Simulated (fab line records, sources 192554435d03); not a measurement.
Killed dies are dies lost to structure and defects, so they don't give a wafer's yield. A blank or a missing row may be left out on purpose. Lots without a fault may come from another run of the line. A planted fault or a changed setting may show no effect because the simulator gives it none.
Which tool did it? | flow n5_finfet | 12 lots, 36 wafers sampled, at 2 steps of a route of 1938

WHAT THE GAUGES READ, wafer by wafer
N5_BEOL_M11_RS_MEAS_57: measures by four-point-probe.
lot  | measured     | on            | M11_RS (ohm/sq)
L076 | day 11 11:28 | film_metro-01 | 0.154 0.155 0.154
L075 | day 11 20:20 | film_metro-01 | 0.152 0.143 0.154
L080 | day 13 00:52 | film_metro-02 | 0.152 0.148 0.152
L079 | day 13 08:42 | film_metro-02 | 0.154 0.150 0.155
L083 | day 13 10:46 | film_metro-01 | 0.152 0.151 0.152
L084 | day 14 09:32 | film_metro-01 | 0.150 0.153 0.151
L088 | day 14 14:33 | film_metro-02 | 0.148 0.152 0.153
L089 | day 14 18:01 | film_metro-02 | 0.149 0.155 0.151
L091 | day 15 08:38 | film_metro-02 | 0.147 0.151 0.146
L093 | day 16 07:20 | film_metro-02 | 0.149 0.147 0.152
L094 | day 17 00:21 | film_metro-01 | 0.148 0.155 0.156
L097 | day 17 20:46 | film_metro-01 | 0.154 0.154 0.152

WHICH TOOL RAN EACH LOT (tool, then ch and the chambers of the sampled wafers, then the start)
lot  | N5_BEOL_M11_ALD_74
L076 | ald_metal-03 ch 1,2, day 11 08:16
L075 | ald_metal-04 ch 0,2,3, day 11 18:15
L080 | ald_metal-02 ch 1,2,3, day 12 23:14
L079 | ald_metal-02 ch 0,1,3, day 13 06:59
L083 | ald_metal-03 ch 1,2,3, day 13 09:17
L084 | ald_metal-04 ch 0,1,3, day 14 07:59
L088 | ald_metal-04 ch 1,2,3, day 14 12:45
L089 | ald_metal-04 ch 1,2, day 14 16:22
L091 | ald_metal-04 ch 0,2,3, day 15 06:51
L093 | ald_metal-02 ch 0,2,3, day 16 05:46
L094 | ald_metal-02 ch 0,1,3, day 16 22:46
L097 | ald_metal-02 ch 1,2,3, day 17 19:05
- N5_BEOL_M11_ALD_74: deposits TaN, target thk 2 nm, pulse time 2 s, purge time 3 s.

THE ANSWER, worked out from the rows above alone
Rule: what is usual is taken from the lots themselves. Put in order of their means at a reading, lots are off if they are a third of the lots or fewer, leave a main group of 4 or more, and stand apart from it by a gap of 3 or more times the standard deviation of the main group's means; of several such gaps the widest counts. A main group whose means are all the same, to the digits that the tables above print for the reading, isn't used. A lot without any number at a reading at which 4 lots or more have one is off too. The other lots that the step has rows for count as sound.
No lot is off at any reading shown: from this, nothing can be told.

WHAT THE SIMULATOR HAD PUT IN
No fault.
